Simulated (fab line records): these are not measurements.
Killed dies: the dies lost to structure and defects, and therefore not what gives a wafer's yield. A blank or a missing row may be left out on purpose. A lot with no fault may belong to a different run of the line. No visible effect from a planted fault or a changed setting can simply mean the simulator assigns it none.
What tool caused it? :: flow n5_finfet :: Sampling: 11 lots, 33 wafers, 4 of 1938 route steps

## WHAT THE GAUGES READ, wafer by wafer
N5_GATE_CUT_INSPECT_26: inspects for defects (darkfield).
lot: L075
measured: day 5 10:41
on: defect_inspect-01
raw_defect_count: 39 26 24

lot: L078
measured: day 5 21:11
on: defect_inspect-01
raw_defect_count: 59 51 24

lot: L079
measured: day 6 01:14
on: defect_inspect-01
raw_defect_count: 32 58 39

lot: L081
measured: day 6 07:55
on: defect_inspect-01
raw_defect_count: 39 18 43

lot: L083
measured: day 6 22:00
on: defect_inspect-02
raw_defect_count: 52 29 58

lot: L085
measured: day 7 11:35
on: defect_inspect-02
raw_defect_count: 33 31 50

lot: L087
measured: day 8 04:13
on: defect_inspect-02
raw_defect_count: 24 50 36

lot: L089
measured: day 8 14:53
on: defect_inspect-02
raw_defect_count: 33 26 21

lot: L092
measured: day 9 04:13
on: defect_inspect-02
raw_defect_count: 36 46 41

lot: L094
measured: day 9 16:34
on: defect_inspect-01
raw_defect_count: 30 48 40

lot: L096
measured: day 10 03:54
on: defect_inspect-02
raw_defect_count: 41 29 45

## WHAT TOOL EACH LOT RAN ON (gives the tool, then ch and the chambers of the sampled wafers, and finally the start)
lot: L075
N5_HKMG_FIN_ALD_91: ald_metal-04 ch 1,2, day 4 22:46
N5_HKMG_FIN_CMP_23: cmp-02 ch 1,2,3, day 5 01:37
N5_GATE_CUT_STRIP_59: rie_diel-04 ch 0,3, day 5 02:36

lot: L078
N5_HKMG_FIN_ALD_91: ald_metal-02 ch 1,2,3, day 5 10:03
N5_HKMG_FIN_CMP_23: cmp-02 ch 0,2,3, day 5 13:04
N5_GATE_CUT_STRIP_59: rie_diel-02 ch 0,1,3, day 5 14:03

lot: L079
N5_HKMG_FIN_ALD_91: ald_metal-04 ch 1,2, day 5 13:42
N5_HKMG_FIN_CMP_23: cmp-03 ch 0,1,3, day 5 16:29
N5_GATE_CUT_STRIP_59: rie_diel-06 ch 2,3, day 5 17:33

lot: L081
N5_HKMG_FIN_ALD_91: ald_metal-02 ch 0,2, day 5 20:49
N5_HKMG_FIN_CMP_23: cmp-03 ch 0,2,3, day 5 23:32
N5_GATE_CUT_STRIP_59: rie_diel-02 ch 0,1, day 6 00:41

lot: L083
N5_HKMG_FIN_ALD_91: ald_metal-01 ch 0,1,2, day 6 11:00
N5_HKMG_FIN_CMP_23: cmp-03 ch 0,1,2, day 6 13:49
N5_GATE_CUT_STRIP_59: rie_diel-06 ch 0,2,3, day 6 14:57

lot: L085
N5_HKMG_FIN_ALD_91: ald_metal-02 ch 0,1,2, day 7 00:58
N5_HKMG_FIN_CMP_23: cmp-02 ch 2,3, day 7 03:40
N5_GATE_CUT_STRIP_59: rie_diel-02 ch 0,1,3, day 7 04:50

lot: L087
N5_HKMG_FIN_ALD_91: ald_metal-04 ch 0,1, day 7 16:55
N5_HKMG_FIN_CMP_23: cmp-01 ch 2,3, day 7 20:23
N5_GATE_CUT_STRIP_59: rie_diel-06 ch 0,3, day 7 21:31

lot: L089
N5_HKMG_FIN_ALD_91: ald_metal-04 ch 0,2,3, day 8 03:10
N5_HKMG_FIN_CMP_23: cmp-02 ch 0,1,3, day 8 06:01
N5_GATE_CUT_STRIP_59: rie_diel-04 ch 0,1,3, day 8 07:26

lot: L092
N5_HKMG_FIN_ALD_91: ald_metal-04 ch 0,2, day 8 16:40
N5_HKMG_FIN_CMP_23: cmp-03 ch 1,2, day 8 19:28
N5_GATE_CUT_STRIP_59: rie_diel-06 ch 0,3, day 8 20:37

lot: L094
N5_HKMG_FIN_ALD_91: ald_metal-01 ch 1,2,3, day 9 05:25
N5_HKMG_FIN_CMP_23: cmp-02 ch 1,3, day 9 08:20
N5_GATE_CUT_STRIP_59: rie_diel-04 ch 1,3, day 9 09:23

lot: L096
N5_HKMG_FIN_ALD_91: ald_metal-02 ch 0,1,3, day 9 16:53
N5_HKMG_FIN_CMP_23: cmp-01 ch 0,2,3, day 9 19:48
N5_GATE_CUT_STRIP_59: rie_diel-06 ch 0,1,3, day 9 21:08
- N5_HKMG_FIN_ALD_91: deposits TiN, target thk 1 nm, pulse time 1 s, purge time 3 s.
- N5_HKMG_FIN_CMP_23: polishes, stops on SiNx, t overpolish 10 s, target thk 46.326 nm.
- N5_GATE_CUT_STRIP_59: strips in N2/H2, time 20 s.

## THE ANSWER, worked out from the rows above alone
Rule: the lots themselves supply what counts as usual. Put in order of their means at a reading, lots are off if they are a third of the lots or fewer, leave a main group of 4 or more, and stand apart from it by a gap of 3 or more times the standard deviation of the main group's means; of several such gaps the widest counts. The tables above print the reading to a certain number of digits; a main group whose means all agree to those digits is not used. Also off: a lot with no number at a reading for which 4 or more lots have one. The other lots that the step has rows for count as sound.
No lot is off on any of the readings shown, so nothing can be concluded from this.

## WHAT THE SIMULATOR PUT IN
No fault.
